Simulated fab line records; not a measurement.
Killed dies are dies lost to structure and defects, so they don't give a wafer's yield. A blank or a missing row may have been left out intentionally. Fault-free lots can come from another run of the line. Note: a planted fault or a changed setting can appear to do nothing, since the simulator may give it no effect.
fab line records || flow n5Finfet
record {"lots": 4, "wafers": 12, "lastDay": 16}
route steps=1938 shown BEOL_M5@1151 PASSIVATION@1936
lots untouched by any fault: they come from a run of this same line in which no faults occurred
startH: the number of hours between the record's first day and the start of the first shown wafer of the lot || waitH: hours elapsed since this lot's preceding step || " repeats the value in the row above || L1.1+2: one row covering several wafers at once || - no value, or no start was given || * or withheld: withheld || < > ~ a bound
route shown NAME@n: names a module that has steps shown in the file, with the first one's number in the route || usual: mean and standard deviation over wafers with no fault || same: alike in all rows || chamber/n: place in a boat || sites: readings site by site || _std_site: standard deviation across them || _edge_site: outer sites' mean less inner sites' || radiusMm: for every site, how far away it sits from the centre of the wafer || mask NAME#n: copy n || behind: the tool/chamber that last shaped the wafer || hold: reason for holding the lot/hours on hold/outcome of the hold || device: names the non-switching transistor (n, p or np) || end of line: the same wafers' tests at the end of the route || step lacking rows: just its recipe || killed: at the first sort, the dies lost to defects and structure; wafer yield is something else || map: a wafer's dies, marking killed ones x, the rest . and places with no die _
set.NAME: the setting as run; set.NAME@STEP: as run at that earlier step || model.NAME: the simulator's own value behind a step, which no gauge read
certain route steps with their lots: each step a table, each wafer a row
services: from which hour (startH, from the record's first day; less than 0 if before it) a tool's chamber was out of use, for how many hours, and why
## steps
# step N5_BEOL_M5_DESCUM_33
# recipe {"chemistry": "O2", "timeS": 7, "sourcePowerW": 50, "biasPowerW": 20, "pressureMtorr": 20, "rfFrequencyHz": 2.712e+07, "tempC": 40, "resist": "CAR-EUV", "o2FlowSccm": 225}
# step N5_BEOL_M5_ETCH_75
# recipe {"chemistry": "N2/H2", "target": "underlayer", "targetDepthA": 65, "maskMaterial": "CAR-EUV", "timeS": 5.2, "ionEnergyEv": 200, "pressureMtorr": 30, "sourceW": 840, "biasW": 150, "n2FlowSccm": 200, "h2FlowSccm": 200, "ends": "cleared"}
# step N5_BEOL_M5_ETCH_67
# recipe {"chemistry": "CF4", "target": "SiARC", "targetDepthA": 156, "maskMaterial": "CAR-EUV", "timeS": 26, "ionEnergyEv": 80, "pressureMtorr": 40, "sourceW": 545, "biasW": 36, "Ar_flow_sccm": 100, "cf4FlowSccm": 100, "ends": "cleared"}
# step N5_BEOL_M5_ETCH_68
# recipe {"chemistry": "N2/H2", "target": "SOC", "targetDepthA": 800, "overetchA": 160, "maskMaterial": "SiARC", "tempC": 40, "timeS": 120, "ionEnergyEv": 200, "pressureMtorr": 30, "sourceW": 840, "biasW": 150, "n2FlowSccm": 200, "h2FlowSccm": 200}
# step N5_BEOL_M5_STRIP_69
# recipe {"chemistry": "N2/H2", "tempC": 40, "n2FlowSccm": 200, "h2FlowSccm": 200, "rfFrequencyHz": 6e+07}
# step N5_BEOL_M5_STRIP_76
# recipe {"chemistry": "N2/H2", "tempC": 40, "n2FlowSccm": 200, "h2FlowSccm": 200, "rfFrequencyHz": 6e+07}
# step N5_BEOL_M5_VIA_ETCH_34
# recipe {"chemistry": "C4F6/O2", "target": "SiCOH_lowk", "targetDepthA": 883, "maskMaterial": "SOC", "taperDeg": 4, "timeS": 39.2, "ionEnergyEv": 250, "pressureMtorr": 30, "sourceW": 345, "biasW": 185, "Ar_flow_sccm": 300, "C4F6_flow_sccm": 10, "O2_flow_sccm": 10}
# step N5_BEOL_M5_STRIP_85
# recipe {"chemistry": "C4F6/O2", "resist": "SiARC", "rfFrequencyHz": 6e+07}
# step N5_BEOL_M5_STRIP_36
# recipe {"chemistry": "N2/H2", "powerW": 450, "tempC": 40, "pressureMtorr": 20, "rfFrequencyHz": 6e+07, "overashFraction": 0.3, "biasPowerW": 7, "h2Frac": 0.5, "n2FlowSccm": 200, "h2FlowSccm": 200}
# step N5_BEOL_M5_TRENCH_ETCH_37
# recipe {"chemistry": "C4F6/O2", "targetDepthA": 716.52, "target": "SiCOH_lowk", "timeS": 24.7, "ionEnergyEv": 250, "pressureMtorr": 30, "sourceW": 345, "biasW": 185, "Ar_flow_sccm": 300, "C4F6_flow_sccm": 10, "O2_flow_sccm": 10}
# usual {"drypumpMotorCurrentA": "5.8/0.42", "oesProductAu": "0.79/0.096", "rfVppV": "666/11", "showerheadPlenumPTorr": "2.85/0.079", "throttleValvePct": "21.02/0.28"}
{"lot.wafer": "L547.1", "tool": "rieDiel-02", "chamber": 0, "startH": 171.78, "waitH": "-", "drypumpMotorCurrentA": 6.1, "oesProductAu": 0.67, "rfHoursCounterH": 249, "rfVppV": 670, "showerheadPlenumPTorr": 2.92, "throttleValvePct": 21.27}
{"lot.wafer": "L547.2", "tool": "rieDiel-02", "chamber": 3, "startH": 171.78, "waitH": "-", "drypumpMotorCurrentA": 5.7, "oesProductAu": 0.67, "rfHoursCounterH": 249, "rfVppV": 676, "showerheadPlenumPTorr": 2.78, "throttleValvePct": 21.17}
{"lot.wafer": "L547.5", "tool": "rieDiel-02", "chamber": 0, "startH": 171.78, "waitH": "-", "drypumpMotorCurrentA": 6.1, "oesProductAu": 0.67, "rfHoursCounterH": "-", "rfVppV": 671, "showerheadPlenumPTorr": 2.93, "throttleValvePct": 21.26}
{"lot.wafer": "L550.2", "tool": "rieDiel-04", "chamber": 0, "startH": 193.98, "waitH": "-", "drypumpMotorCurrentA": 5.4, "oesProductAu": 0.78, "rfHoursCounterH": 134, "rfVppV": 650, "showerheadPlenumPTorr": 2.75, "throttleValvePct": 20.90}
{"lot.wafer": "L550.4", "tool": "rieDiel-04", "chamber": 2, "startH": 193.98, "waitH": "-", "drypumpMotorCurrentA": 5.3, "oesProductAu": 0.95, "rfHoursCounterH": 6, "rfVppV": 675, "showerheadPlenumPTorr": 2.92, "throttleValvePct": 20.58}
{"lot.wafer": "L550.6", "tool": "rieDiel-04", "chamber": 3, "startH": 193.98, "waitH": "-", "drypumpMotorCurrentA": 5.4, "oesProductAu": 0.88, "rfHoursCounterH": "-", "rfVppV": 669, "showerheadPlenumPTorr": 2.89, "throttleValvePct": 20.68}
{"lot.wafer": "L560.1", "tool": "rieDiel-04", "chamber": 2, "startH": 261.32, "waitH": "-", "drypumpMotorCurrentA": 5.2, "oesProductAu": 0.91, "rfHoursCounterH": 27, "rfVppV": 674, "showerheadPlenumPTorr": 2.91, "throttleValvePct": 20.61}
{"lot.wafer": "L560.2", "tool": "rieDiel-04", "chamber": 1, "startH": 261.32, "waitH": "-", "drypumpMotorCurrentA": 6.5, "oesProductAu": 0.85, "rfHoursCounterH": 66, "rfVppV": 665, "showerheadPlenumPTorr": 2.87, "throttleValvePct": 20.98}
{"lot.wafer": "L560.5", "tool": "rieDiel-04", "chamber": 0, "startH": 261.32, "waitH": "-", "drypumpMotorCurrentA": 5.4, "oesProductAu": 0.77, "rfHoursCounterH": "-", "rfVppV": 650, "showerheadPlenumPTorr": 2.74, "throttleValvePct": 20.94}
{"lot.wafer": "L562.1", "tool": "rieDiel-04", "chamber": 2, "startH": 268.56, "waitH": "-", "drypumpMotorCurrentA": 5.3, "oesProductAu": 0.90, "rfHoursCounterH": 29, "rfVppV": 674, "showerheadPlenumPTorr": 2.91, "throttleValvePct": 20.62}
{"lot.wafer": "L562.2", "tool": "rieDiel-04", "chamber": 3, "startH": 268.56, "waitH": "-", "drypumpMotorCurrentA": 5.4, "oesProductAu": 0.87, "rfHoursCounterH": 57, "rfVppV": 670, "showerheadPlenumPTorr": 2.88, "throttleValvePct": 20.70}
{"lot.wafer": "L562.6", "tool": "rieDiel-04", "chamber": 2, "startH": 268.56, "waitH": "-", "drypumpMotorCurrentA": 5.3, "oesProductAu": 0.90, "rfHoursCounterH": "-", "rfVppV": 674, "showerheadPlenumPTorr": 2.91, "throttleValvePct": 20.64}
# step N5_BEOL_M5_ETCH_41
# recipe {"chemistry": "CH3F/O2", "target": "SiCN", "targetDepthA": 315, "taperDeg": 2, "timeS": 56.7, "ionEnergyEv": 120, "maskMaterial": "TiN", "pressureMtorr": 30, "sourceW": 395, "biasW": 75, "Ar_flow_sccm": 150, "CH3F_flow_sccm": 30, "O2_flow_sccm": 20}
# step N5_BEOL_M5_STRIP_91
# recipe {"chemistry": "N2/H2", "timeS": 10, "powerW": 450, "tempC": 40, "pressureMtorr": 20, "rfFrequencyHz": 6e+07, "biasPowerW": 7, "n2FlowSccm": 200, "h2FlowSccm": 200}
# step N5_BEOL_M5_HM_STRIP_39
# recipe {"chemistry": "peroxideTinStrip", "material": "TiN", "targetDepthA": 250, "tempC": 50, "timeS": 158}
# step N5_BEOL_M5_SRD_40
# recipe {"timeS": 30, "tempC": 23, "rinseLiquid": "diw", "dry": "ipaMarangoni"}
# step N5_BEOL_M5_PRECLEAN_42
# recipe {"chemistry": "residueRemover", "timeS": 60, "tempC": 40}
# step N5_BEOL_M5_SRD_43
# recipe {"timeS": 30, "tempC": 23, "rinseLiquid": "diw", "dry": "ipaMarangoni"}
# step N5_BEOL_M5_CURE_80
# recipe {"tempC": 370, "timeS": 120, "ambient": "DMADMS/He", "material": "SiCOH_lowk"}
# step N5_BEOL_M5_DEGAS_44
# recipe {"ambient": "vacuum", "tempC": 250, "timeS": 60}
# step N5_BEOL_M5_PRE_CLEAN_45
# recipe {"gas": "H2/He", "timeS": 30, "tempC": 250}
# step N5_BEOL_M5_ALD_86
# recipe {"material": "TaN", "targetThkA": "*", "tempC": 275, "aldPrecursorFamily": "PDMAT", "aldCoReactant": "NH3", "pressureTorr": 3, "carrierFlowSccm": 1500, "pulseTimeS": 2, "purgeTimeS": 3, "coReactantPurgeTimeS": 2, "coReactantPulseTimeS": 3, "aldCycles": 30, "precursorVesselTempC": 75, "precursorVesselPressureTorr": 26.25, "precursorVesselCarrierSccm": 1000}
# step N5_BEOL_M5_SURFACE_TREAT_87
# recipe {"gas": "Ar", "timeS": "*", "ionEnergyEv": "*", "ionCurrentMaCm2": 0.5, "pressureMtorr": "*", "arFlowSccm": 30}
# step N5_BEOL_M5_CVD_47
# recipe {"material": "Co", "targetThkA": 30, "tempC": "withheld", "precursor": "CCTBA/H2", "pressureTorr": 30, "timeS": 216}
# step N5_BEOL_M5_SPUTTER_48
# recipe {"material": "Cu", "targetThkA": 150, "tempC": -20, "chamberPressurePa": 0.07, "powerW": "withheld", "timeS": 27.62}
# step N5_BEOL_M5_ANNEAL_49
# recipe {"tempC": 400, "timeS": 1800, "ambient": "vacuum"}
# step N5_BEOL_M5_SPUTTER_81
# recipe {"material": "Cu", "targetThkA": 150, "tempC": -20, "chamberPressurePa": 0.07, "powerW": "withheld", "timeS": 27.62}
# step N5_BEOL_M5_ANNEAL_82
# recipe {"tempC": 400, "timeS": 1800, "ambient": "vacuum"}
# step N5_BEOL_M5_SPUTTER_83
# recipe {"material": "Cu", "targetThkA": 150, "tempC": -20, "chamberPressurePa": 0.07, "powerW": "withheld", "timeS": 27.62}
# step N5_BEOL_M5_ANNEAL_84
# recipe {"tempC": 400, "timeS": 1800, "ambient": "vacuum"}
# step N5_BEOL_M5_SPUTTER_88
# recipe {"material": "Cu", "targetThkA": 150, "tempC": -20, "chamberPressurePa": 0.07, "powerW": "withheld", "timeS": 27.62}
# step N5_BEOL_M5_ANNEAL_89
# recipe {"tempC": 400, "timeS": 1800, "ambient": "vacuum"}
# step N5_BEOL_M5_SPUTTER_90
# recipe {"material": "Cu", "targetThkA": 45, "tempC": -20, "chamberPressurePa": 0.07, "powerW": "withheld", "timeS": 8.29}
# step N5_BEOL_M5_ECD_50
# recipe {"material": "Cu", "targetThkA": 3000}
# step N5_BEOL_M5_ANNEAL_51
# recipe {"tempC": 225, "timeS": 90, "ambient": "N2"}
# step N5_BEOL_M5_CMP_52
# recipe {"stopOn": "SiCOH_lowk", "tOverpolishS": 6.9, "downForcePsi": 1, "platenRpm": 50, "clearingPlatenDownForcePsi": 1.5, "clearingPlatenRpm": 50, "postCmpClean": "cuAlkaline", "targetThkNm": 62, "clearingPlatenPadVelocityMS": 0.99484, "padVelocityMS": 0.99484}
# step N5_BEOL_M5_PRE_CLEAN_77
# recipe {"gas": "NH3/H2", "timeS": 15, "tempC": "*", "rfPowerW": 300}
# step N5_BEOL_M5_CO_CAP_78
# recipe {"material": "Co", "targetThkA": 20, "tempC": 200, "precursor": "CCTBA/H2", "pressureTorr": 30, "timeS": 102.1}
# step N5_PASSIVATION_PROBE_49
# usual {"defectLimitedYield": "91.2/1.4", "killed_at_M0_to_M3": "32/10", "killed_at_M4_up": "14/6.2", "killedAtContacts": "12/6.3", "killedAtFrontEnd": "42/13", "killedAtOther": "4/3.4", "killedDies": "104/17", "killedOnRim": "14/3.8", "killedOpen": "67/12", "killedShort": "34/8.1", "sort_bin_4_leakage": "0.02/0.13", "sort_bin_5_function": "5.2/0.93", "sort_bin_6_memory": "3.2/0.65", "sortNPass": "1075/16", "sortYieldPct": "91.1/1.4"}
# same {"grossDies": 1180, "killedAtBackSide": 0, "sort_bin_8_speed[%]": 0}
{"lot.wafer": "L547.1", "tool": "prober-01", "chamber": "-", "startH": 266.43, "waitH": 0.0, "defectLimitedYield[%]": 91.9, "killed_at_M0_to_M3": 30, "killed_at_M4_up": 19, "killedAtContacts": 11, "killedAtFrontEnd": 31, "killedAtOther": 4, "killedDies": 95, "killedOnRim": 10, "killedOpen": 63, "killedShort": 32, "sort_bin_4_leakage[%]": 0, "sort_bin_5_function[%]": 4.5, "sort_bin_6_memory[%]": 3.3, "sortNPass": 1085, "sortYieldPct[%]": 91.9}
{"lot.wafer": "L547.2", "tool": "prober-01", "chamber": "-", "startH": 266.48, "waitH": 0.1, "defectLimitedYield[%]": 90.6, "killed_at_M0_to_M3": 43, "killed_at_M4_up": 12, "killedAtContacts": 18, "killedAtFrontEnd": 34, "killedAtOther": 4, "killedDies": 111, "killedOnRim": 19, "killedOpen": 62, "killedShort": 49, "sort_bin_4_leakage[%]": 0, "sort_bin_5_function[%]": 5.6, "sort_bin_6_memory[%]": 3.6, "sortNPass": 1069, "sortYieldPct[%]": 90.6}
{"lot.wafer": "L547.5", "tool": "prober-01", "chamber": "-", "startH": 266.63, "waitH": 0.2, "defectLimitedYield[%]": 92.6, "killed_at_M0_to_M3": 25, "killed_at_M4_up": 13, "killedAtContacts": 8, "killedAtFrontEnd": 35, "killedAtOther": 6, "killedDies": 87, "killedOnRim": 15, "killedOpen": 51, "killedShort": 35, "sort_bin_4_leakage[%]": 0, "sort_bin_5_function[%]": 4.7, "sort_bin_6_memory[%]": 2.4, "sortNPass": 1093, "sortYieldPct[%]": 92.6}
{"lot.wafer": "L550.2", "tool": "prober-02", "chamber": "-", "startH": 292.82, "waitH": 0.1, "defectLimitedYield[%]": 91.1, "killed_at_M0_to_M3": 28, "killed_at_M4_up": 25, "killedAtContacts": 23, "killedAtFrontEnd": 25, "killedAtOther": 4, "killedDies": 105, "killedOnRim": 17, "killedOpen": 70, "killedShort": 34, "sort_bin_4_leakage[%]": 0, "sort_bin_5_function[%]": 5.8, "sort_bin_6_memory[%]": 3.0, "sortNPass": 1075, "sortYieldPct[%]": 91.1}
{"lot.wafer": "L550.4", "tool": "prober-02", "chamber": "-", "startH": 292.92, "waitH": 0.2, "defectLimitedYield[%]": 88.7, "killed_at_M0_to_M3": 61, "killed_at_M4_up": 12, "killedAtContacts": 13, "killedAtFrontEnd": 42, "killedAtOther": 5, "killedDies": 133, "killedOnRim": 14, "killedOpen": 83, "killedShort": 48, "sort_bin_4_leakage[%]": 0, "sort_bin_5_function[%]": 7.3, "sort_bin_6_memory[%]": 3.6, "sortNPass": 1047, "sortYieldPct[%]": 88.7}
{"lot.wafer": "L550.6", "tool": "prober-02", "chamber": "-", "startH": 293.02, "waitH": 0.3, "defectLimitedYield[%]": 89.6, "killed_at_M0_to_M3": 52, "killed_at_M4_up": 17, "killedAtContacts": 22, "killedAtFrontEnd": 29, "killedAtOther": 3, "killedDies": 123, "killedOnRim": 14, "killedOpen": 83, "killedShort": 38, "sort_bin_4_leakage[%]": 0, "sort_bin_5_function[%]": 6.0, "sort_bin_6_memory[%]": 4.1, "sortNPass": 1057, "sortYieldPct[%]": 89.6}
{"lot.wafer": "L560.1", "tool": "prober-01", "chamber": "-", "startH": 350.34, "waitH": 0.0, "defectLimitedYield[%]": 82.0, "killed_at_M0_to_M3": 25, "killed_at_M4_up": 144, "killedAtContacts": 3, "killedAtFrontEnd": 39, "killedAtOther": 1, "killedDies": 212, "killedOnRim": 9, "killedOpen": 54, "killedShort": 25, "sort_bin_4_leakage[%]": 0, "sort_bin_5_function[%]": 11.0, "sort_bin_6_memory[%]": 4.0, "sortNPass": 968, "sortYieldPct[%]": 82.0}
{"lot.wafer": "L562.1", "tool": "prober-02", "chamber": "-", "startH": 372.01, "waitH": 0.0, "defectLimitedYield[%]": 80.3, "killed_at_M0_to_M3": 26, "killed_at_M4_up": 136, "killedAtContacts": 13, "killedAtFrontEnd": 50, "killedAtOther": 8, "killedDies": 233, "killedOnRim": 19, "killedOpen": 71, "killedShort": 32, "sort_bin_4_leakage[%]": 0, "sort_bin_5_function[%]": 12.1, "sort_bin_6_memory[%]": 4.6, "sortNPass": 947, "sortYieldPct[%]": 80.3}
{"lot.wafer": "L562.6", "tool": "prober-02", "chamber": "-", "startH": 372.26, "waitH": 0.3, "defectLimitedYield[%]": 81.3, "killed_at_M0_to_M3": 21, "killed_at_M4_up": 139, "killedAtContacts": 11, "killedAtFrontEnd": 45, "killedAtOther": 5, "killedDies": 221, "killedOnRim": 23, "killedOpen": 58, "killedShort": 34, "sort_bin_4_leakage[%]": 0.68, "sort_bin_5_function[%]": 11.9, "sort_bin_6_memory[%]": 3.4, "sortNPass": 951, "sortYieldPct[%]": 80.6}
# killed by level:class
L547.1 MOL_CONTACT_COAG:geometricParticle:open=11 BEOL_M0_SAQP:geometricParticle:open=9 ILD0:geometricParticle:open=6 FIN_SAQP:geometricParticle:short=5 GATE_CUT:geometricParticle:short=5 BEOL_M0_SAQP:geometricParticle:short=5 STI_FIN_REVEAL:geometricParticle:open=4 BEOL_M1:geometricParticle:open=4
L547.2 FIN_SAQP:geometricParticle:short=14 MOL_CONTACT_COAG:geometricParticle:open=14 BEOL_M1:geometricParticle:open=9 BEOL_M0_SAQP:geometricParticle:short=7 BEOL_M0_SAQP:geometricParticle:open=7 BEOL_M2:geometricParticle:open=7 BEOL_M3:geometricParticle:short=6 FIN_SAQP:geometricParticle:open=5
L547.5 FIN_SAQP:geometricParticle:short=11 BEOL_M0_SAQP:geometricParticle:open=8 MOL_CONTACT_COAG:geometricParticle:open=7 BEOL_M1:geometricParticle:open=7 BEOL_M0_SAQP:geometricParticle:short=6 GATE_CUT:geometricParticle:short=5 STI_FIN_REVEAL:geometricParticle:open=4 BEOL_M6:geometricParticle:open=4
L550.2 MOL_CONTACT_COAG:geometricParticle:open=19 BEOL_M0_SAQP:geometricParticle:short=11 BEOL_M4:geometricParticle:open=11 BEOL_M0_SAQP:geometricParticle:open=8 FIN_SAQP:geometricParticle:short=6 FIN_SAQP:geometricParticle:open=4 STI_FIN_REVEAL:geometricParticle:open=4 MOL_CONTACT_COAG:geometricParticle:short=4
L550.4 BEOL_M0_SAQP:geometricParticle:short=17 BEOL_M0_SAQP:geometricParticle:open=14 MOL_CONTACT_COAG:geometricParticle:open=11 FIN_SAQP:geometricParticle:short=9 BEOL_M2:geometricParticle:open=9 BEOL_M1:geometricParticle:open=8 FIN_SAQP:geometricParticle:open=7 DUMMY_GATE:geometricParticle:open=5
L550.6 BEOL_M0_SAQP:geometricParticle:open=20 MOL_CONTACT_COAG:geometricParticle:open=20 BEOL_M0_SAQP:geometricParticle:short=18 FIN_SAQP:geometricParticle:short=9 BEOL_M1:geometricParticle:open=6 BEOL_M4:geometricParticle:open=6 FIN_SAQP:geometricParticle:open=5 DUMMY_GATE:geometricParticle:open=5
L560.1 BEOL_M5:unspecified=132 STI_FIN_REVEAL:geometricParticle:open=11 FIN_SAQP:geometricParticle:open=8 FIN_SAQP:geometricParticle:short=6 BEOL_M0_SAQP:geometricParticle:short=5 BEOL_M1:geometricParticle:open=5 BEOL_M3:geometricParticle:open=5 DUMMY_GATE:geometricParticle:open=4
L562.1 BEOL_M5:unspecified=129 STI_FIN_REVEAL:geometricParticle:open=11 MOL_CONTACT_COAG:geometricParticle:open=10 BEOL_M3:geometricParticle:open=10 FIN_SAQP:geometricParticle:short=7 FIN_SAQP:geometricParticle:open=6 DUMMY_GATE:geometricParticle:open=5 BEOL_M0_SAQP:geometricParticle:short=4
L562.6 BEOL_M5:unspecified=129 STI_FIN_REVEAL:geometricParticle:open=15 MOL_CONTACT_COAG:geometricParticle:open=11 FIN_SAQP:geometricParticle:short=8 BEOL_M3:geometricParticle:open=6 FIN_SAQP:geometricParticle:open=5 BEOL_M0_SAQP:geometricParticle:short=4 STI_FIN_REVEAL:geometricParticle:short=3
# map L560.1 (x killed, . not)
_________________............________________
______________.................._____________
___________....................x...__________
__________....................x...x._________
________............x......x.....x...._______
_______........x...........x.x......x..______
______.................................._____
_____.........................xx.....x...____
____.....x.....x..........................___
___.x....................................x.__
___.........x......xx........x.............__
__......x..........x...x.x....x............._
__x...........x...x...x.....x..............._
_..............xxxx.xxx...x.............x....
_.........x.x..x.xxxxx.x.x..x......x.........
_.............xxxxxxxxxxxxxx.................
_...........x..xxxxxxxxxxxxxx..x.............
_.............xxxxxxxxxxxx...................
_.x....x.....xxxxxxxxxxxxxxx...xx............
_.....x.....xxxxxxxxxxxxxxx.xx.x.............
_............xxxxxxxxxxxxxx.....x...........x
__.......x....xxxxxxxxxxxxx................._
__.........x.x.xxxxxxxxxx.............x....._
___................xxxxx.......x...........__
___....x.x........x.....xx..x..x.........x.__
____.......x...xx....x.xxx...........x....___
_____..xx..........x.....x.....x.........____
______................x..x.x............_____
_______...................x............______
________.............................._______
__________........x........x........_________
___________....x....x..............__________
______________...............x.._____________
_________________.x..........________________
# map L562.1 (x killed, . not)
_________________............________________
______________.x.x...x....x....._____________
___________.x......................__________
__________..x.....................x._________
________.....x...x...................._______
_______....x..x.........x......x...x..x______
______.x.....xx..x..................x..._____
_____..........x.........x....x.....x....____
____........x...........x......x..........___
___....x.............x................xxx..__
___.x........x.x.............xx............__
__xx............x.x........................._
__x....x......x.x....x.x...................._
_.....x.....x.xx..xx.x....................x.x
_..............xx.xxxxxxx...x................
_........xxx...xx.xxxxxxxxx....x.............
_......x.......xxxxxxxxxxxxx..............x..
_..x...x.....xxxxxxxxxxxx....................
_.............xxxxxxxxxxxx.xx........x.......
_...........xxxxxxxxxxxxxxxx.................
_...x........x.xxxxxxxxxxxx.xx............x..
__............xxxxxxxxxxxx..x.x............._
__...........xx.xxxxxxxxxx.x................_
___..........x....xx.xxx...................__
___x........x..xx.x.xxx..x.................__
____x............x...x....x.....x..xxx..x.___
_____....x........x........x......x......____
______......x........x.........x...x...._____
_______.x...............x..............______
________...x.....x...x..x............._______
__________.x...........x............_________
___________..............x.x......x__________
______________...x.....x.x......_____________
_________________..x.....x...________________
## services
{"tool": "rieDiel-04", "chamber": 2, "startH": 157.48, "hours": "-", "kind": "clean"}
{"tool": "rieDiel-04", "chamber": 2, "startH": 157.48, "hours": "-", "kind": "consumableReplace:focusRing"}
{"tool": "rieDiel-04", "chamber": 2, "startH": 157.48, "hours": 18.5, "kind": "scheduledDown"}
{"tool": "rieDiel-04", "chamber": 2, "startH": 157.48, "hours": 18.5, "kind": "ventCycle"}
{"tool": "rieDiel-02", "chamber": 1, "startH": 255.03, "hours": "-", "kind": "clean"}
{"tool": "rieDiel-02", "chamber": 1, "startH": 255.03, "hours": "-", "kind": "consumableReplace:focusRing"}
{"tool": "rieDiel-02", "chamber": 1, "startH": 255.03, "hours": "-", "kind": "consumableReplace:showerhead"}
{"tool": "rieDiel-02", "chamber": 1, "startH": 255.03, "hours": 15.8, "kind": "scheduledDown"}
{"tool": "rieDiel-02", "chamber": 1, "startH": 255.03, "hours": 15.8, "kind": "ventCycle"}
{"tool": "rieDiel-02", "chamber": "-", "startH": 256.05, "hours": 0.7, "kind": "repair"}
{"tool": "rieDiel-02", "chamber": 0, "startH": 260.26, "hours": 18.6, "kind": "repair"}
## key
firstSign {"step": "N5_PASSIVATION_PROBE_49", "reading": "killed_at_M4_up", "direction": "up", "sigmas": 20, "usual": 14, "struck": 140}
effect {"step": "N5_PASSIVATION_PROBE_49", "reading": "killedDies", "direction": "up", "sigmas": 7.1, "usual": 104, "struck": 222}
moreKillsBornAt {"N5_BEOL_M5_TRENCH_ETCH_37@rieDiel-04": 390}
metAt N5_BEOL_M5_TRENCH_ETCH_37
struckWafers L560.1,L562.1,L562.6
onsetBetween 193.98 261.32
fault {"kind": "chamberParticleSource", "tool": "rieDiel-04", "chamber": 2, "onsetH": 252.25, "steps": "N5_BEOL_M5_TRENCH_ETCH_37", "ratePerVisitCm2": 1.2464, "endH": 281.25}
